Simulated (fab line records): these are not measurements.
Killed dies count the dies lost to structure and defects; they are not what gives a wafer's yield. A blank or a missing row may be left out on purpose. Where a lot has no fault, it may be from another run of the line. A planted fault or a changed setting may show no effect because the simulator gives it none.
Matching of chambers || flow nand-harc || NHARC_P_GATE_ALD_36 on ald-sin-03: 4 sister chambers
The step deposits SiNx, target thk 20 nm, pulse time 60 s, ald cycles 223. 4 wafers are shown with their chamber, then 8 later ones without.

## EACH WAFER AND ITS CHAMBER
{"wafer": "L084.4", "chamber": 1, "heater-power-w (W)": 749}
{"wafer": "L086.2", "chamber": 2, "heater-power-w (W)": 873}
{"wafer": "L086.5", "chamber": 3, "heater-power-w (W)": 1130}
{"wafer": "L090.2", "chamber": 0, "heater-power-w (W)": 706}

## WAFERS MISSING THEIR CHAMBER
{"wafer": "L090.5", "heater-power-w (W)": 722}
{"wafer": "L090.6", "heater-power-w (W)": 746}
{"wafer": "L093.4", "heater-power-w (W)": 1181}
{"wafer": "L093.5", "heater-power-w (W)": 720}
{"wafer": "L093.6", "heater-power-w (W)": 741}
{"wafer": "L096.1", "heater-power-w (W)": 867}
{"wafer": "L096.4", "heater-power-w (W)": 707}
{"wafer": "L096.6", "heater-power-w (W)": 751}

## CHAMBER TAKEN BY EACH
{"wafer": "L090.5", "from the rows above": "can't be placed: 0 or 1", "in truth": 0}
{"wafer": "L090.6", "from the rows above": "can't be placed: 1 or 0", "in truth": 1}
{"wafer": "L093.4", "from the rows above": 3, "in truth": 3}
{"wafer": "L093.5", "from the rows above": "can't be placed: 0 or 1", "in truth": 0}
{"wafer": "L093.6", "from the rows above": "can't be placed: 1 or 0", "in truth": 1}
{"wafer": "L096.1", "from the rows above": 2, "in truth": 2}
{"wafer": "L096.4", "from the rows above": 0, "in truth": 0}
{"wafer": "L096.6", "from the rows above": 1, "in truth": 1}
Correct placement for 4 of the 8. From these rows, 4 cannot be placed; in 4 the true chamber is one of the candidates. 0 placed wrongly.
How it was worked out, from the rows above alone: a wafer's distance from a chamber is the root of the sum, over the readings, of the square of ((its reading less the chamber's mean) divided by the reading's scatter). If the next closest chamber is less than 2 further off than the closest, the wafer can't be placed; otherwise it belongs to the closest. Each chamber's mean is taken over the wafers shown for it. The scatter (one wafer shown for each chamber): square how far every hidden wafer sits from the nearest shown wafer, average those squares and take the square root.
